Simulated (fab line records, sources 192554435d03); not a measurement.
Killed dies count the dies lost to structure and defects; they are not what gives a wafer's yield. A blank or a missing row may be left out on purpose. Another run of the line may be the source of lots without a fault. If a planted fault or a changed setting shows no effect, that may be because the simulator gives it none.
Matching of chambers    flow n5_finfet    N5_HKMG_FIN_ETCH_35 on rie_diel-06 has 4 sister chambers
The step etches SOC in N2/H2, target depth 215.8 nm, time 243.4 s. 16 wafers are shown with their chamber, then 8 later ones without.

== WAFERS WITH THEIR CHAMBER ==
wafer   chamber  showerhead_plenum_p_Torr (Torr)  drypump_motor_current_A (A)  throttle_valve_pct (%)
L079.1  0        2.63                             5.8                          17.86
L079.3  3        2.39                             5.4                          17.96
L079.4  1        2.63                             6.6                          17.73
L080.2  2        2.52                             6.3                          18.06
L080.4  3        2.39                             5.4                          17.97
L080.5  0        2.63                             5.7                          17.86
L082.1  0        2.63                             5.7                          17.86
L082.3  3        2.39                             5.4                          17.96
L082.5  2        2.52                             6.3                          18.05
L084.2  1        2.63                             6.6                          17.74
L084.3  3        2.39                             5.4                          17.97
L084.5  2        2.52                             6.3                          18.08
L086.1  0        2.62                             5.7                          17.87
L086.3  1        2.63                             6.6                          17.77
L086.4  0        2.62                             5.7                          17.86
L090.1  0        2.62                             5.7                          17.89

SIGNATURES (means of the wafers above)
reading                   chamber 0  chamber 1  chamber 2  chamber 3  scatter within a chamber
showerhead_plenum_p_Torr  2.6250     2.6300     2.5200     2.3900     0.00354
drypump_motor_current_A   5.717      6.600      6.300      5.400      0.0264
throttle_valve_pct        17.8667    17.7467    18.0633    17.9650    0.0134
Rule: for a wafer and a chamber, the distance is found by dividing, reading by reading, the gap between the wafer's reading and the chamber's mean by the reading's scatter, squaring, summing and taking the root. If the next closest chamber is less than 2 further off than the closest, the wafer can't be placed; otherwise it belongs to the closest. How the scatter is found: for the shown wafers, subtract from each reading the mean of its chamber, square and add these, divide the total by (wafers less chambers), then take the root.

== WAFERS WITHOUT THEIR CHAMBER ==
wafer   showerhead_plenum_p_Torr (Torr)  drypump_motor_current_A (A)  throttle_valve_pct (%)
L090.3  2.70                             5.4                          17.59
L090.5  2.62                             5.7                          17.91
L094.1  2.62                             5.8                          17.92
L094.5  2.62                             6.6                          17.80
L094.6  2.61                             5.8                          17.91
L097.1  2.61                             6.6                          17.81
L097.2  2.70                             5.4                          17.61
L097.3  2.51                             6.3                          17.62

== CHAMBER TAKEN BY EACH ==
wafer    from the rows above   in truth
L090.3   0                     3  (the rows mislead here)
L090.5   0                     0
L094.1   0                     0
L094.5   1                     1
L094.6   0                     0
L097.1   1                     1
L097.2   0                     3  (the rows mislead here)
L097.3   2                     2
Placed correctly: 6 of 8. Not placeable from these rows: 0. 2 placed wrongly.
